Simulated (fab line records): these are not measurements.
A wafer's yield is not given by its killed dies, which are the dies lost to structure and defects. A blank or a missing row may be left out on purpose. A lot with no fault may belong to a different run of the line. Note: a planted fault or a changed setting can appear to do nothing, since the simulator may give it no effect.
Split-lot trial || flow n5-finfet || route with 1938 steps; 7 lots, 39 wafers read

SPLIT DETAILS
At N5_PASSIVATION_PECVD_01 (deposits SiNx from SiH4/NH3/N2, target thk 200 nm, time 43.2 s), the setting time-s was moved away from the recipe's 43.2 s on 12 of the 39 wafers read, by -37.5% to +47.6%. All remaining wafers had this setting at the recipe value.

The reading is taken at the split's own step.

THE READING
SiNx_of_PASSIVATION_PECVD_01.thk-nm (the simulator's own value, which no gauge read), in nm, at N5_PASSIVATION_PECVD_01 (deposits SiNx from SiH4/NH3/N2, target thk 200 nm, time 43.2 s). No usual value for it is given in the file. Here, 27 wafers ran the recipe; their average is 199.3 nm with a standard deviation of 2.2 nm.

{"wafer": "L079.1", "tool, chamber at the split": "pecvd-02, 1", "time-s as run, s": 43.2, "against the recipe": "recipe", "SiNx_of_PASSIVATION_PECVD_01.thk-nm, nm": 195.8, "against lot-mates on the recipe": "-"}
{"wafer": "L079.2", "tool, chamber at the split": "pecvd-02, 2", "time-s as run, s": 43.2, "against the recipe": "recipe", "SiNx_of_PASSIVATION_PECVD_01.thk-nm, nm": 195.6, "against lot-mates on the recipe": "-"}
{"wafer": "L079.3", "tool, chamber at the split": "pecvd-02, 0", "time-s as run, s": 43.2, "against the recipe": "recipe", "SiNx_of_PASSIVATION_PECVD_01.thk-nm, nm": 198.6, "against lot-mates on the recipe": "-"}
{"wafer": "L079.4", "tool, chamber at the split": "pecvd-02, 1", "time-s as run, s": 43.2, "against the recipe": "recipe", "SiNx_of_PASSIVATION_PECVD_01.thk-nm, nm": 200, "against lot-mates on the recipe": "-"}
{"wafer": "L079.5", "tool, chamber at the split": "pecvd-02, 2", "time-s as run, s": 43.2, "against the recipe": "recipe", "SiNx_of_PASSIVATION_PECVD_01.thk-nm, nm": 198.4, "against lot-mates on the recipe": "-"}
{"wafer": "L079.6", "tool, chamber at the split": "pecvd-02, 0", "time-s as run, s": 43.2, "against the recipe": "recipe", "SiNx_of_PASSIVATION_PECVD_01.thk-nm, nm": 200.6, "against lot-mates on the recipe": "-"}
{"wafer": "L083.1", "tool, chamber at the split": "pecvd-02, 1", "time-s as run, s": 43.2, "against the recipe": "recipe", "SiNx_of_PASSIVATION_PECVD_01.thk-nm, nm": 198.6, "against lot-mates on the recipe": "-"}
{"wafer": "L083.2", "tool, chamber at the split": "pecvd-02, 0", "time-s as run, s": 27, "against the recipe": "-37.5%", "SiNx_of_PASSIVATION_PECVD_01.thk-nm, nm": 123.8, "against lot-mates on the recipe": -74.4}
{"wafer": "L083.3", "tool, chamber at the split": "pecvd-02, 2", "time-s as run, s": 43.2, "against the recipe": "recipe", "SiNx_of_PASSIVATION_PECVD_01.thk-nm, nm": 196.6, "against lot-mates on the recipe": "-"}
{"wafer": "L083.4", "tool, chamber at the split": "pecvd-02, 2", "time-s as run, s": 43.2, "against the recipe": "recipe", "SiNx_of_PASSIVATION_PECVD_01.thk-nm, nm": 199.4, "against lot-mates on the recipe": "-"}
{"wafer": "L083.5", "tool, chamber at the split": "pecvd-02, 1", "time-s as run, s": 27, "against the recipe": "-37.5%", "SiNx_of_PASSIVATION_PECVD_01.thk-nm, nm": 123, "against lot-mates on the recipe": -75.2}
{"wafer": "L083.6", "tool, chamber at the split": "pecvd-02, 0", "time-s as run, s": 27, "against the recipe": "-37.5%", "SiNx_of_PASSIVATION_PECVD_01.thk-nm, nm": 126.6, "against lot-mates on the recipe": -71.6}
{"wafer": "L082.1", "tool, chamber at the split": "pecvd-04, 2", "time-s as run, s": 63.76, "against the recipe": "+47.6%", "SiNx_of_PASSIVATION_PECVD_01.thk-nm, nm": 290.6, "against lot-mates on the recipe": "+90.5"}
{"wafer": "L082.2", "tool, chamber at the split": "pecvd-04, 0", "time-s as run, s": 43.2, "against the recipe": "recipe", "SiNx_of_PASSIVATION_PECVD_01.thk-nm, nm": 197, "against lot-mates on the recipe": "-"}
{"wafer": "L082.3", "tool, chamber at the split": "pecvd-04, 2", "time-s as run, s": 63.76, "against the recipe": "+47.6%", "SiNx_of_PASSIVATION_PECVD_01.thk-nm, nm": 297, "against lot-mates on the recipe": "+96.9"}
{"wafer": "L082.4", "tool, chamber at the split": "pecvd-04, 0", "time-s as run, s": 43.2, "against the recipe": "recipe", "SiNx_of_PASSIVATION_PECVD_01.thk-nm, nm": 202.6, "against lot-mates on the recipe": "-"}
{"wafer": "L082.5", "tool, chamber at the split": "pecvd-04, 0", "time-s as run, s": 63.76, "against the recipe": "+47.6%", "SiNx_of_PASSIVATION_PECVD_01.thk-nm, nm": 295, "against lot-mates on the recipe": "+94.9"}
{"wafer": "L082.6", "tool, chamber at the split": "pecvd-04, 2", "time-s as run, s": 43.2, "against the recipe": "recipe", "SiNx_of_PASSIVATION_PECVD_01.thk-nm, nm": 200.8, "against lot-mates on the recipe": "-"}
{"wafer": "L081.1", "tool, chamber at the split": "pecvd-04, 2", "time-s as run, s": 43.2, "against the recipe": "recipe", "SiNx_of_PASSIVATION_PECVD_01.thk-nm, nm": 199, "against lot-mates on the recipe": "-"}
{"wafer": "L081.2", "tool, chamber at the split": "pecvd-04, 0", "time-s as run, s": 43.2, "against the recipe": "recipe", "SiNx_of_PASSIVATION_PECVD_01.thk-nm, nm": 199.6, "against lot-mates on the recipe": "-"}
{"wafer": "L081.4", "tool, chamber at the split": "pecvd-04, 0", "time-s as run, s": 43.2, "against the recipe": "recipe", "SiNx_of_PASSIVATION_PECVD_01.thk-nm, nm": 201, "against lot-mates on the recipe": "-"}
{"wafer": "L085.1", "tool, chamber at the split": "pecvd-02, 2", "time-s as run, s": 58.96, "against the recipe": "+36.5%", "SiNx_of_PASSIVATION_PECVD_01.thk-nm, nm": 268.4, "against lot-mates on the recipe": "+67.0"}
{"wafer": "L085.2", "tool, chamber at the split": "pecvd-02, 0", "time-s as run, s": 58.96, "against the recipe": "+36.5%", "SiNx_of_PASSIVATION_PECVD_01.thk-nm, nm": 274.2, "against lot-mates on the recipe": "+72.8"}
{"wafer": "L085.3", "tool, chamber at the split": "pecvd-02, 1", "time-s as run, s": 43.2, "against the recipe": "recipe", "SiNx_of_PASSIVATION_PECVD_01.thk-nm, nm": 200.2, "against lot-mates on the recipe": "-"}
{"wafer": "L085.4", "tool, chamber at the split": "pecvd-02, 2", "time-s as run, s": 58.96, "against the recipe": "+36.5%", "SiNx_of_PASSIVATION_PECVD_01.thk-nm, nm": 272.6, "against lot-mates on the recipe": "+71.2"}
{"wafer": "L085.5", "tool, chamber at the split": "pecvd-02, 0", "time-s as run, s": 43.2, "against the recipe": "recipe", "SiNx_of_PASSIVATION_PECVD_01.thk-nm, nm": 202.4, "against lot-mates on the recipe": "-"}
{"wafer": "L085.6", "tool, chamber at the split": "pecvd-02, 1", "time-s as run, s": 43.2, "against the recipe": "recipe", "SiNx_of_PASSIVATION_PECVD_01.thk-nm, nm": 201.6, "against lot-mates on the recipe": "-"}
{"wafer": "L091.1", "tool, chamber at the split": "pecvd-02, 1", "time-s as run, s": 43.2, "against the recipe": "recipe", "SiNx_of_PASSIVATION_PECVD_01.thk-nm, nm": 196.8, "against lot-mates on the recipe": "-"}
{"wafer": "L091.2", "tool, chamber at the split": "pecvd-02, 2", "time-s as run, s": 43.2, "against the recipe": "recipe", "SiNx_of_PASSIVATION_PECVD_01.thk-nm, nm": 194.4, "against lot-mates on the recipe": "-"}
{"wafer": "L091.3", "tool, chamber at the split": "pecvd-02, 0", "time-s as run, s": 31.02, "against the recipe": "-28.2%", "SiNx_of_PASSIVATION_PECVD_01.thk-nm, nm": 142.4, "against lot-mates on the recipe": -54.3}
{"wafer": "L091.4", "tool, chamber at the split": "pecvd-02, 0", "time-s as run, s": 31.02, "against the recipe": "-28.2%", "SiNx_of_PASSIVATION_PECVD_01.thk-nm, nm": 144.6, "against lot-mates on the recipe": -52.1}
{"wafer": "L091.5", "tool, chamber at the split": "pecvd-02, 1", "time-s as run, s": 31.02, "against the recipe": "-28.2%", "SiNx_of_PASSIVATION_PECVD_01.thk-nm, nm": 142, "against lot-mates on the recipe": -54.7}
{"wafer": "L091.6", "tool, chamber at the split": "pecvd-02, 2", "time-s as run, s": 43.2, "against the recipe": "recipe", "SiNx_of_PASSIVATION_PECVD_01.thk-nm, nm": 198.8, "against lot-mates on the recipe": "-"}
{"wafer": "L095.1", "tool, chamber at the split": "pecvd-04, 1", "time-s as run, s": 43.2, "against the recipe": "recipe", "SiNx_of_PASSIVATION_PECVD_01.thk-nm, nm": 199, "against lot-mates on the recipe": "-"}
{"wafer": "L095.2", "tool, chamber at the split": "pecvd-04, 2", "time-s as run, s": 43.2, "against the recipe": "recipe", "SiNx_of_PASSIVATION_PECVD_01.thk-nm, nm": 199.2, "against lot-mates on the recipe": "-"}
{"wafer": "L095.3", "tool, chamber at the split": "pecvd-04, 0", "time-s as run, s": 43.2, "against the recipe": "recipe", "SiNx_of_PASSIVATION_PECVD_01.thk-nm, nm": 198.2, "against lot-mates on the recipe": "-"}
{"wafer": "L095.4", "tool, chamber at the split": "pecvd-04, 0", "time-s as run, s": 43.2, "against the recipe": "recipe", "SiNx_of_PASSIVATION_PECVD_01.thk-nm, nm": 200.8, "against lot-mates on the recipe": "-"}
{"wafer": "L095.5", "tool, chamber at the split": "pecvd-04, 2", "time-s as run, s": 43.2, "against the recipe": "recipe", "SiNx_of_PASSIVATION_PECVD_01.thk-nm, nm": 203.8, "against lot-mates on the recipe": "-"}
{"wafer": "L095.6", "tool, chamber at the split": "pecvd-04, 1", "time-s as run, s": 43.2, "against the recipe": "recipe", "SiNx_of_PASSIVATION_PECVD_01.thk-nm, nm": 202, "against lot-mates on the recipe": "-"}

THE FIT
A straight line over all 39 wafers: SiNx_of_PASSIVATION_PECVD_01.thk-nm changes by +1.99 nm for each +1% of time-s; r = +1.00; the points scatter about the line by 2.2 nm.
The same after taking each lot's own level away (the mean of its wafers on the recipe; 39 wafers): +1.95 nm for each +1%; r = +1.00; scatter 2 nm.
The reading moves by 93 nm for the largest change in time-s, on that fit.
Across the lots, their own levels run from 196.67 to 201.40 nm, a range of 2.1 times the standard deviation given above.
Consequently the slope shifts little with the lot-to-lot level, the two slopes agreeing.
Check: +93.5 nm against its lot-mates is what the line predicts for one of the wafers moved furthest among these (+47.6%) when that wafer is left out of the fit. Against them it came out at +90.5 nm.

ADDITIONAL SPLITS CARRIED BY THESE WAFERS
Note: prior to the reading, these wafers also went through further splits. Each is held against what the fit with the lots' levels taken away leaves over:
{"other split on the same wafers": "N5_BEOL_M8_TRENCH_ETCH_37 time-s", "wafers away from the commonest value": 12, "r with SiNx_of_PASSIVATION_PECVD_01.thk-nm (lot level and that fit taken away)": -0.07}
{"other split on the same wafers": "N5_BEOL_M9_DESCUM_16 time-s", "wafers away from the commonest value": 15, "r with SiNx_of_PASSIVATION_PECVD_01.thk-nm (lot level and that fit taken away)": -0.22}
{"other split on the same wafers": "N5_BEOL_M14_SPUTTER_43 target-thk-a", "wafers away from the commonest value": 15, "r with SiNx_of_PASSIVATION_PECVD_01.thk-nm (lot level and that fit taken away)": -0.20}

FILE'S OWN FIT
SiNx_of_PASSIVATION_PECVD_01.thk-nm changes by +1.95 nm for each +1% of time-s, r = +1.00.
